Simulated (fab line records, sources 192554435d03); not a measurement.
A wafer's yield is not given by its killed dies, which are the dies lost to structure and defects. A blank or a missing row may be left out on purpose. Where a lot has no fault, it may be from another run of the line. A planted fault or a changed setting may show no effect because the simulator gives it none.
Chamber matching ; flow n5-finfet ; 4 sister chambers for N5_BEOL_M13_CMP_49 on cmp-02
The step polishes, stops on SiOC, t overpolish 17.1 s, target thk 420 nm. 14 wafers are shown with their chamber, then 7 later ones without.

WAFERS, EACH WITH ITS CHAMBER
wafer;chamber;motor-current-A (A);slurry-flow-ml-min;barrier-field-endpoint-s (s)
L076.1;0;6.0;149.4;31.6
L076.2;1;5.4;150.0;30.6
L076.5;1;5.7;150.2;30.4
L077.1;3;6.2;150.2;30.5
L077.3;2;6.6;150.8;30.0
L077.6;0;6.1;150.6;31.8
L088.1;3;6.4;149.6;29.0
L088.2;2;6.2;150.5;29.5
L088.3;1;5.6;149.9;29.5
L091.1;3;6.5;150.1;28.9
L091.4;0;6.2;149.4;30.8
L091.5;1;5.5;150.0;29.0
L093.2;3;6.5;150.1;29.9
L093.3;0;6.3;149.1;30.3

SIGNATURES, as means of the wafers listed above
reading;chamber 0;chamber 1;chamber 2;chamber 3;scatter within a chamber
motor-current-A;6.150;5.550;6.400;6.400;0.155
slurry-flow-ml-min;149.625;150.025;150.650;150.000;0.405
barrier-field-endpoint-s;31.125;29.875;29.750;29.575;0.71
Rule: a wafer's distance from a chamber is the root of the sum, over the readings, of the square of ((its reading less the chamber's mean) divided by the reading's scatter). If the next closest chamber is less than 2 further off than the closest, the wafer can't be placed; otherwise it belongs to the closest. The scatter: the root of (the sum of the squares of (reading less its chamber's mean) over the shown wafers, divided by (wafers less chambers)).

WAFERS WITH NO CHAMBER GIVEN
wafer;motor-current-A (A);slurry-flow-ml-min;barrier-field-endpoint-s (s)
L093.6;5.9;149.0;30.4
L095.4;5.5;150.3;29.9
L095.5;6.2;149.2;30.2
L095.6;6.4;149.5;31.1
L097.2;6.0;150.3;30.3
L097.3;6.5;150.2;30.5
L097.6;6.4;150.4;29.5

WHICH CHAMBER EACH WENT THROUGH
wafer;from the rows above;in truth
L093.6;can't be placed: 0 or 1 or 3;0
L095.4;1;1
L095.5;can't be placed: 0 or 3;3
L095.6;can't be placed: 0 or 3 or 2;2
L097.2;can't be placed: 0 or 2 or 3 or 1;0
L097.3;can't be placed: 3 or 2 or 0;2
L097.6;can't be placed: 2 or 3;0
Placed correctly: 1 of 7. From these rows, 6 cannot be placed; in 5 the true chamber is one of the candidates. Number placed wrongly: 0.
